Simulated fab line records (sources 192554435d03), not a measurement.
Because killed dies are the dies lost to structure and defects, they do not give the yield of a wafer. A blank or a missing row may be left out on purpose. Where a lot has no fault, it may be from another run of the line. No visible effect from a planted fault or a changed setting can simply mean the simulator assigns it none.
Matching of chambers / flow n5Finfet / N5_FIN_CUT_STRIP_22 on rieDiel-03 has 4 sister chambers
The step strips in N2/H2. 7 wafers are shown with their chamber, then 7 later ones without.

== WAFERS, EACH WITH ITS CHAMBER ==
wafer=L076.1; chamber=2; showerheadPlenumPTorr (Torr)=3.48; oesProductAu (a.u.)=0.75
wafer=L076.2; chamber=3; showerheadPlenumPTorr (Torr)=3.36; oesProductAu (a.u.)=0.76
wafer=L078.3; chamber=1; showerheadPlenumPTorr (Torr)=3.36; oesProductAu (a.u.)=0.75
wafer=L080.5; chamber=1; showerheadPlenumPTorr (Torr)=3.35; oesProductAu (a.u.)=0.77
wafer=L080.6; chamber=0; showerheadPlenumPTorr (Torr)=3.42; oesProductAu (a.u.)=0.87
wafer=L088.1; chamber=2; showerheadPlenumPTorr (Torr)=3.47; oesProductAu (a.u.)=0.71
wafer=L088.2; chamber=0; showerheadPlenumPTorr (Torr)=3.41; oesProductAu (a.u.)=0.83

== WAFERS WITH NO CHAMBER GIVEN ==
wafer=L088.5; showerheadPlenumPTorr (Torr)=3.47; oesProductAu (a.u.)=0.72
wafer=L090.2; showerheadPlenumPTorr (Torr)=3.35; oesProductAu (a.u.)=0.75
wafer=L090.3; showerheadPlenumPTorr (Torr)=3.34; oesProductAu (a.u.)=0.74
wafer=L090.5; showerheadPlenumPTorr (Torr)=3.41; oesProductAu (a.u.)=0.82
wafer=L094.2; showerheadPlenumPTorr (Torr)=3.40; oesProductAu (a.u.)=0.81
wafer=L094.3; showerheadPlenumPTorr (Torr)=3.34; oesProductAu (a.u.)=0.73
wafer=L094.5; showerheadPlenumPTorr (Torr)=3.40; oesProductAu (a.u.)=0.80

== CHAMBER TAKEN BY EACH ==
wafer=L088.5; from the rows above=2; in truth=2
wafer=L090.2; from the rows above=can't be placed: 1 or 3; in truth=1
wafer=L090.3; from the rows above=can't be placed: 1 or 3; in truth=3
wafer=L090.5; from the rows above=0; in truth=0
wafer=L094.2; from the rows above=0; in truth=0
wafer=L094.3; from the rows above=can't be placed: 1 or 3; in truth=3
wafer=L094.5; from the rows above=0; in truth=0
Correct placement for 4 of the 7. Not placeable from these rows: 3 (in 3, the candidates include the true chamber). Wrongly placed: 0.
How it was worked out, from the rows above alone: a wafer's distance from a chamber is the root of the sum, over the readings, of the square of ((its reading less the chamber's mean) divided by the reading's scatter). The wafer belongs to the nearest chamber; if the next one is less than 2 further off, it can't be placed. For every chamber, the mean is computed from those of its wafers that are shown. The scatter: the root of (the sum of the squares of (reading less its chamber's mean) over the shown wafers, divided by (wafers less chambers)).
